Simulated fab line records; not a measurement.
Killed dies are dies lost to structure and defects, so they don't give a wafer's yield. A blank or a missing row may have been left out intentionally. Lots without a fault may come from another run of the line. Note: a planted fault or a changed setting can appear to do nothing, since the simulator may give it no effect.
fab line records    flow nand-harc
[record] lots = 13  wafers = 39  last-day = 31
route steps=1302 shown A_CONTACT@1096 A_BONDPAD@1228 THIN_TSV@1246 END@1302
lots untouched by any fault: they come from a run of this same line in which no faults occurred
start-h: hours from the record's opening day to when the first of the lot's shown wafers began    wait-h: hours from the lot's prior step to this one    " unchanged from the row above    L1.1+2: one row covering several wafers at once    - no value, or no start was given    * or withheld: withheld    < > ~ a bound
route shown NAME@n: NAME is a module with steps in the file, n the number in the route of the first one    usual: mean/standard deviation of fault-free wafers    same: alike in all rows    chamber/n: place in a boat    sites: each site's reading    _std_site: standard deviation across them    _edge_site: mean of outer sites minus mean of inner sites    radius-mm: for every site, how far away it sits from the centre of the wafer    mask NAME#n: copy n    behind: the tool/chamber that last shaped the wafer    hold: why the lot was held/for how many hours/how that ended    device: which transistor (n, p or np) failed to switch    end of line: tests of these same wafers at the route's end    a step given without rows: its recipe and nothing more    killed: dies that structure and defects cost at the first sort, which is not the same as the wafer's yield    map: a wafer's dies, x killed, . not, _ none there
set.NAME: the setting the step ran with; set.NAME@STEP: the setting that earlier step ran with    model.NAME: the simulator's own value behind a step, which no gauge read
a sample of lots followed through the steps of the route, with each step as a table and each wafer as a row
services: a tool's chamber out of use, with start hour (start-h, from the record's first day; less than 0 if before it), hours out, and reason
[[steps]]
[step NHARC_A_CONTACT_STRIP_108]
[recipe] cf4-flow-sccm = 100  chf3-flow-sccm = 30  ar-flow-sccm = 0  bias-w = 0  chemistry = CF4/CHF3
lot.wafer   tool         chamber  start-h  wait-h
L799.1+5+4  rie-diel-08  0,3,1    533.23   0.1
L800.2+4+5  rie-diel-08  3,3,1    539.13   0.1
L801.2+1+6  rie-diel-08  1,3,1    541.12   0.2
L802.2+4+5  rie-diel-08  1,1,2    568.94   0.1
L804.4+1+5  rie-diel-04  1,2,1    587.77   0.1
L805.3+4+5  rie-diel-04  1,3,1    593.15   0.1
L806.3+4+6  rie-diel-04  0,1,2    603.47   0.1
L807.4+1+5  rie-diel-10  3,0,3    620.12   0.1
L810.3+1+2  rie-diel-08  1,2,3    637.20   0.1
L808.2+3+6  rie-diel-10  3,1,2    639.24   0.1
L809.4+1+3  rie-diel-04  0,1,3    646.91   0.1
L812.2+4+5  rie-diel-10  1,0,1    677.92   0.1
L815.2+4+6  rie-diel-04  1,0,2    694.98   0.1
[step NHARC_A_BONDPAD_PVD_27]
[recipe] target-thk-a = 300  chamber-pressure-pa = 5  power-w = 5000  substrate-temp-c = 30  time-s = 20.49  material = Cu
[usual] throttle-valve-pct = 30.3/1
lot.wafer  tool            chamber  start-h  wait-h  throttle-valve-pct
L799.4     pvd-sputter-01  -        -        -       28.5
L799.1     "               -        "        "       31.2
L799.5     "               -        "        "       28.8
L800.4     pvd-sputter-03  -        -        -       31.1
L800.2     "               -        "        "       31.7
L800.5     "               -        "        "       31.2
L801.2     pvd-sputter-01  -        -        -       28.9
L801.1     "               -        "        "       29.0
L801.6     "               -        "        "       28.8
L802.4     pvd-sputter-03  -        -        -       29.9
L802.2     "               -        "        "       30.4
L802.5     "               -        "        "       30.2
L804.4     pvd-sputter-01  -        -        -       30.2
L804.1     "               -        "        "       28.4
L804.5     "               -        "        "       30.1
L805.3     pvd-sputter-03  -        -        -       31.6
L805.4     "               -        "        "       31.3
L805.5     "               -        "        "       30.0
L806.4     pvd-sputter-01  -        -        -       31.5
L806.3     "               -        "        "       29.7
L806.6     "               -        "        "       31.2
L807.4     pvd-sputter-01  -        -        -       28.4
L807.1     "               -        "        "       31.4
L807.5     "               -        "        "       29.9
L810.2     pvd-sputter-01  -        -        -       28.2
L810.3     "               -        "        "       29.9
L810.1     "               -        "        "       30.5
L808.2     pvd-sputter-01  -        -        -       29.8
L808.3     "               -        "        "       28.4
L808.6     "               -        "        "       29.9
L809.3     pvd-sputter-02  -        -        -       30.4
L809.1     "               -        "        "       30.4
L809.4     "               -        "        "       29.4
L812.4     pvd-sputter-02  -        -        -       30.3
L812.2     "               -        "        "       30.3
L812.5     "               -        "        "       30.2
L815.4     pvd-sputter-01  -        -        -       31.3
L815.2     "               -        "        "       30.3
L815.6     "               -        "        "       29.8
[step NHARC_THIN_TSV_THK_MEAS_02]
[recipe] thk-meas-gauge = ir
[usual] thk-nm = 3041/230
lot.wafer  tool           chamber  start-h  wait-h  thk-nm
L799.1     film-metro-02  -        563.45   0.2     3052
L799.4     "              -        "        "       2876
L799.5     "              -        "        "       2488
L801.1     film-metro-02  -        569.00   -       3320
L801.2     "              -        "        "       3320
L801.6     "              -        "        "       3419
L800.2     film-metro-02  -        570.20   -       3675
L800.4     "              -        "        "       2998
L800.5     "              -        "        "       3198
L802.2     film-metro-02  -        598.46   -       2944
L802.4     "              -        "        "       3078
L802.5     "              -        "        "       3138
L804.1     film-metro-01  -        622.11   0.2     3125
L804.4     "              -        "        "       3346
L804.5     "              -        "        "       3028
L805.3     film-metro-01  -        624.50   -       2969
L805.4     "              -        "        "       3198
L805.5     "              -        "        "       3049
L806.3     film-metro-01  -        636.89   0.2     3175
L806.4     "              -        "        "       2636
L806.6     "              -        "        "       2827
L807.1     film-metro-01  -        650.21   -       2985
L807.4     "              -        "        "       3353
L807.5     "              -        "        "       3276
L810.1     film-metro-01  -        667.10   -       2480
L810.2     "              -        "        "       2977
L810.3     "              -        "        "       2426
L808.2     film-metro-01  -        668.31   -       3158
L808.3     "              -        "        "       3310
L808.6     "              -        "        "       2988
L809.1     film-metro-01  -        676.09   0.2     3013
L809.3     "              -        "        "       2922
L809.4     "              -        "        "       2693
L812.2     film-metro-02  -        708.13   -       2742
L812.4     "              -        "        "       2827
L812.5     "              -        "        "       2975
L815.2     film-metro-01  -        724.74   -       3155
L815.4     "              -        "        "       2689
L815.6     "              -        "        "       3081
[step NHARC_THIN_TSV_STRIP_56]
[recipe] power-w = 1500  temp-c = 250  chemistry = O2
[usual] drypump-motor-current-A = 5.20/0.27  heater-power-w = 355/38
lot.wafer  tool             chamber  start-h  wait-h  drypump-motor-current-A  heater-power-w  rf-hours-counter-h
L799.1     plasma-asher-01  0        571.86   0.8     5.05                     324             9
L799.4     "                1        "        "       5.56                     424             -
L799.5     "                1        "        "       5.59                     428             -
L801.1     plasma-asher-02  1        577.06   0.1     4.89                     349             31
L801.2     "                0        "        "       5.20                     322             31
L801.6     "                0        "        "       5.21                     319             -
L800.2     plasma-asher-02  1        577.66   0.1     4.89                     338             31
L800.4     "                0        "        "       5.21                     320             -
L800.5     "                1        "        "       4.90                     354             -
L802.2     plasma-asher-01  1        606.20   0.1     5.58                     425             15
L802.4     "                0        "        "       5.03                     317             -
L802.5     "                0        "        "       5.05                     309             -
L804.1     plasma-asher-02  0        629.54   0.1     5.22                     319             4
L804.4     "                0        "        "       5.20                     322             -
L804.5     "                1        "        "       4.90                     356             -
L805.3     plasma-asher-01  0        632.43   0.2     5.02                     321             -
L805.4     "                1        "        "       5.59                     416             -
L805.5     "                1        "        "       5.59                     431             -
L806.3     plasma-asher-01  0        644.60   0.2     5.02                     326             -
L806.4     "                1        "        "       5.59                     418             -
L806.6     "                0        "        "       5.04                     321             -
L807.1     plasma-asher-01  1        657.76   0.1     5.56                     414             26
L807.4     "                0        "        "       5.02                     328             -
L807.5     "                1        "        "       5.57                     423             -
L810.2     plasma-asher-02  1        674.83   0.1     4.90                     359             13
L810.1     "                0        "        "       5.18                     309             13
L810.3     "                0        "        "       5.19                     319             -
L808.2     plasma-asher-01  0        675.76   0.1     5.02                     322             29
L808.3     "                1        "        "       5.61                     413             -
L808.6     "                0        "        "       5.01                     322             -
L809.1     plasma-asher-02  1        683.76   0.1     4.85                     367             16
L809.3     "                0        "        "       5.20                     318             -
L809.4     "                1        "        "       4.87                     355             -
L812.2     plasma-asher-02  0        716.30   0.1     5.21                     319             23
L812.4     "                0        "        "       5.20                     320             -
L812.5     "                1        "        "       4.86                     354             -
L815.2     plasma-asher-01  1        732.21   0.1     5.57                     391             6
L815.4     "                1        "        "       5.56                     388             -
L815.6     "                1        "        "       5.59                     393             -
[step NHARC_END_SORT_01]
[recipe] temp-c = 25
[usual] killed-at-array = 56/19  killed-at-other = 0.6/1  killed-at-periphery = 3.9/2.7  killed-dies = 61/19  killed-open = 3.3/1.9  killed-short = 2.4/1.7
[same] gross-dies = 677
lot.wafer  tool       chamber  start-h  wait-h  killed-at-array  killed-at-other  killed-at-periphery  killed-dies  killed-open  killed-short
L815.2     prober-01  0        743.73   2.8     62               1                8                    71           5            3
L815.4     prober-01  0        745.31   3.4     49               1                4                    54           2            3
L815.6     prober-01  0        746.90   4.0     118              0                3                    121          5            0
// killed by level:class
L815.2 A_SLIT:chamber-film-flake=29 A_CHANNEL_HOLE_D1:chamber-film-flake=10 A_SGD_CUT:chamber-film-flake=10 P_M1:chamber-film-flake=3 A_CONTACT:chamber-film-flake=3 A_SGD_CUT:geometric-particle:short=2 P_ZERO_WELL:chamber-film-flake=2 A_WL_FILL:chamber-film-flake=2
L815.4 A_SLIT:chamber-film-flake=18 A_CHANNEL_HOLE_D1:chamber-film-flake=9 A_SGD_CUT:chamber-film-flake=9 A_CONTACT:chamber-film-flake=4 A_STAIRCASE:chamber-film-flake=3 A_DECK1_JOINT:geometric-particle:short=2 P_ZERO_WELL:chamber-film-flake=2 A_WL_FILL:chamber-film-flake=2
L815.6 A_CONTACT:unspecified=74 A_SLIT:chamber-film-flake=25 A_SGD_CUT:chamber-film-flake=6 A_CONTACT:chamber-film-flake=4 A_CHANNEL_HOLE_D1:chamber-film-flake=3 A_ONON_D1:geometric-particle:open=2 A_STAIRCASE:chamber-film-flake=2 P_M2:geometric-particle:open=1
[[services]]
tool             chamber  start-h  hours  kind
rie-diel-04      3        515.41   4.2    repair
plasma-asher-01  -        519.08   9.0    pm
plasma-asher-01  0        519.08   9.0    vent-cycle
plasma-asher-01  1        519.08   9.0    vent-cycle
pvd-sputter-03   -        526.01   10.0   pm
plasma-asher-01  0        528.08   -      clean
plasma-asher-01  1        528.08   -      clean
rie-diel-04      -        531.90   9.0    pm
rie-diel-08      -        541.65   3.1    repair
rie-diel-08      -        544.84   9.0    pm
pvd-sputter-01   -        582.00   10.0   pm
rie-diel-10      -        597.01   9.0    pm
plasma-asher-02  -        603.31   9.0    pm
rie-diel-08      1        607.41   5.6    repair
plasma-asher-01  -        628.53   1.2    repair
pvd-sputter-02   -        643.50   10.0   pm
rie-diel-04      2        651.55   7.8    repair
rie-diel-10      3        676.89   4.7    repair
pvd-sputter-03   -        691.78   1.4    repair
plasma-asher-01  -        696.08   9.0    pm
pvd-sputter-03   -        704.01   10.0   pm
rie-diel-04      -        708.90   9.0    pm
rie-diel-08      -        721.84   9.0    pm
plasma-asher-02  -        730.34   11.8   repair
[[key]]
[first-sign] step = NHARC_END_SORT_01  reading = killed-at-array  direction = up  sigmas = 3.3  usual = 56  struck = 118
[effect] step = NHARC_END_SORT_01  reading = killed-dies  direction = up  sigmas = 3.2  usual = 61  struck = 121
[more-kills-born-at] NHARC_A_CONTACT_STRIP_108@rie-diel-04 = 74
met-at NHARC_A_CONTACT_STRIP_108
struck-lots L815
struck-wafers L815.6
tester-left-out L815
not-acting-at NHARC_A_BONDPAD_PVD_27,NHARC_THIN_TSV_THK_MEAS_02,NHARC_THIN_TSV_STRIP_56
onset-between 603.47 694.98
[fault] kind = chamber-particle-source  tool = rie-diel-04  chamber = 2  onset-h = 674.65  steps = NHARC_A_CONTACT_STRIP_108  rate-per-visit-cm2 = 0.44465  end-h = 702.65
// tester-left-out: of these lots the tester's yield and bins aren't shown, on N5 and GAA mostly nor the transistor test; their killed dies are dies lost to structure and defects alone, not to doping, threshold or leakage, so they don't give the yield
